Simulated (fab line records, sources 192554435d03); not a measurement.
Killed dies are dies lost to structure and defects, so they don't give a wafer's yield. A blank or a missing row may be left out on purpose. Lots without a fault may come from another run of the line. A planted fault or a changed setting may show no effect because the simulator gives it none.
Which tool did it? | flow n5_finfet | 7 lots, 21 wafers sampled, at 4 steps of a route of 1938

WHAT THE GAUGES READ, wafer by wafer
N5_BEOL_M6_CD_MEAS_18: pitch 80 nm, target cd 40 nm.
lot  | measured     | on        | cd_nm (nm)
L420 | day 9 07:44  | cd_sem-03 | 39.5 39.3 39.1
L425 | day 10 15:41 | cd_sem-02 | 39.0 39.8 40.0
L428 | day 11 10:23 | cd_sem-02 | 40.5 40.2 40.5
L432 | day 12 14:43 | cd_sem-01 | - - -
L434 | day 13 10:23 | cd_sem-02 | 39.8 40.3 40.0
L441 | day 13 21:22 | cd_sem-01 | 40.6 40.4 40.5
L440 | day 14 17:11 | cd_sem-03 | 39.5 39.9 40.1

WHICH TOOL RAN EACH LOT (tool, then ch and the chambers of the sampled wafers, then the start)
lot  | N5_BEOL_M6_ILD_DEP_00           | N5_BEOL_M6_CURE_74            | N5_BEOL_M6_HM_OPEN_17
L420 | pecvd-04 ch 0,2, day 9 05:56    | uv_cure-03 ch 1, day 9 06:05  | rie_metal-02 ch 0,1, day 9 07:32
L425 | pecvd-02 ch 0,1, day 10 12:46   | uv_cure-01 ch 1, day 10 12:51 | rie_metal-03 ch 0,1, day 10 15:31
L428 | pecvd-02 ch 1,2, day 11 07:18   | uv_cure-02 ch 0, day 11 07:26 | rie_metal-03 ch 0,1, day 11 10:12
L432 | pecvd-02 ch 0,1,2, day 12 11:28 | uv_cure-02 ch 1, day 12 11:45 | rie_metal-03 ch 0,1, day 12 14:26
L434 | pecvd-02 ch 1,2, day 13 04:51   | uv_cure-02 ch 1, day 13 04:55 | rie_metal-03 ch 1, day 13 10:04
L441 | pecvd-02 ch 1,2, day 13 19:32   | uv_cure-02 ch 2, day 13 19:35 | rie_metal-01 ch 0,1, day 13 21:11
L440 | pecvd-03 ch 0,2, day 14 13:57   | uv_cure-03 ch 1, day 14 14:10 | rie_metal-02 ch 0, day 14 16:52
- N5_BEOL_M6_ILD_DEP_00: deposits SiCOH lowk from DEMS/porogen, target thk 179.75 nm, time 33.4 s.
- N5_BEOL_M6_CURE_74: cures SiCOH lowk, time 240 s.
- N5_BEOL_M6_HM_OPEN_17: chemistry Cl2/BCl3, target TiN, target depth 20 nm, overetch 6 nm.

THE ANSWER, worked out from the rows above alone
Rule: what is usual is taken from the lots themselves. Put in order of their means at a reading, lots are off if they are a third of the lots or fewer, leave a main group of 4 or more, and stand apart from it by a gap of 3 or more times the standard deviation of the main group's means; of several such gaps the widest counts. A main group whose means are all the same, to the digits that the tables above print for the reading, isn't used. A lot without any number at a reading at which 4 lots or more have one is off too. The other lots that the step has rows for count as sound.
Off: L432, at N5_BEOL_M6_CD_MEAS_18 (cd_nm). Without a number there: L432. The main group: mean 39.9 nm, standard deviation 0.42.
A tool fits if, at a process step before that reading, it ran every lot that is off, and no sound lot after the first of them. The gauges at N5_BEOL_M6_CD_MEAS_18 are tried like those tools. None of those tried fits.

WHAT THE SIMULATOR HAD PUT IN
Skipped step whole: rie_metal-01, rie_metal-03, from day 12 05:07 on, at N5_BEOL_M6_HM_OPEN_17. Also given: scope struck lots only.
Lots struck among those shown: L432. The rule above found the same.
